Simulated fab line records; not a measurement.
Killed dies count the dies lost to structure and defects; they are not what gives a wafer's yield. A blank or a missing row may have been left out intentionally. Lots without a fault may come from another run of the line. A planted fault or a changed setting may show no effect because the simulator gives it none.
Matching of chambers	flow nand-harc	4 sister chambers for NHARC_A_CONTACT_ETCH_102 on rie-diel-06
The step etches the open film in CF4/O2, target depth 100 nm, overetch 10 nm, time 55 s. 27 wafers are shown with their chamber, then 12 later ones without.

## WAFERS, EACH WITH ITS CHAMBER
wafer	chamber	drypump-motor-current-A (A)	rf-vpp-V (V)	oes-product-au (a.u.)
L076.2	2	5.5	199.0	1.003
L076.5	1	5.4	196.9	1.004
L076.6	0	5.9	199.2	0.988
L078.3	2	5.6	198.0	1.009
L078.4	2	5.6	198.3	1.005
L078.6	0	5.9	199.8	1.001
L080.1	1	5.4	197.1	0.984
L080.4	0	5.9	198.8	0.996
L080.6	1	5.4	197.0	0.991
L079.1	0	5.9	196.8	0.992
L079.2	2	5.5	199.5	0.997
L079.6	2	5.5	200.8	0.993
L081.1	0	5.9	197.4	0.979
L081.4	2	5.6	199.3	1.009
L081.6	0	5.9	197.3	0.983
L082.1	3	5.6	195.3	0.994
L082.2	1	5.3	196.7	0.993
L082.4	2	5.5	200.6	1.009
L083.2	2	5.6	199.3	1.002
L083.4	1	5.4	198.1	0.988
L083.5	2	5.6	199.1	1.015
L085.1	0	5.9	197.8	0.982
L085.5	0	5.9	197.8	0.986
L085.6	1	5.4	196.8	0.983
L088.1	3	5.6	195.6	0.993
L088.3	1	5.4	196.5	0.995
L088.4	2	5.6	199.0	1.007

SIGNATURES (averages over the wafers above)
reading	chamber 0	chamber 1	chamber 2	chamber 3	scatter within a chamber
drypump-motor-current-A	5.900	5.386	5.560	5.600	0.0376
rf-vpp-V	198.113	197.014	199.290	195.450	0.837
oes-product-au	0.98838	0.99114	1.00490	0.99350	0.00685
Rule: a wafer's distance from a chamber is the root of the sum, over the readings, of the square of ((its reading less the chamber's mean) divided by the reading's scatter). The wafer belongs to the nearest chamber; if the next one is less than 2 further off, it can't be placed. The scatter: the root of (the sum of the squares of (reading less its chamber's mean) over the shown wafers, divided by (wafers less chambers)).

## WAFERS WHOSE CHAMBER IS MISSING
wafer	drypump-motor-current-A (A)	rf-vpp-V (V)	oes-product-au (a.u.)
L091.3	5.9	198.2	0.982
L091.5	5.6	196.3	1.002
L091.6	5.9	197.5	0.983
L096.1	5.9	198.2	0.998
L096.3	5.4	197.5	0.992
L096.6	5.9	197.3	0.985
L095.2	5.9	197.8	0.995
L095.3	5.4	196.3	0.983
L095.6	5.9	199.3	0.999
L097.2	5.5	199.4	1.018
L097.5	5.6	199.7	1.023
L097.6	5.6	194.8	1.002

## THE CHAMBER EACH PASSED THROUGH
wafer	from the rows above	in truth
L091.3	0	0
L091.5	3	3
L091.6	0	0
L096.1	0	0
L096.3	1	1
L096.6	0	0
L095.2	0	0
L095.3	1	1
L095.6	0	0
L097.2	2	2
L097.5	2	2
L097.6	3	3
Placed correctly: 12 of 12. From these rows, 0 cannot be placed. Wrongly placed: 0.
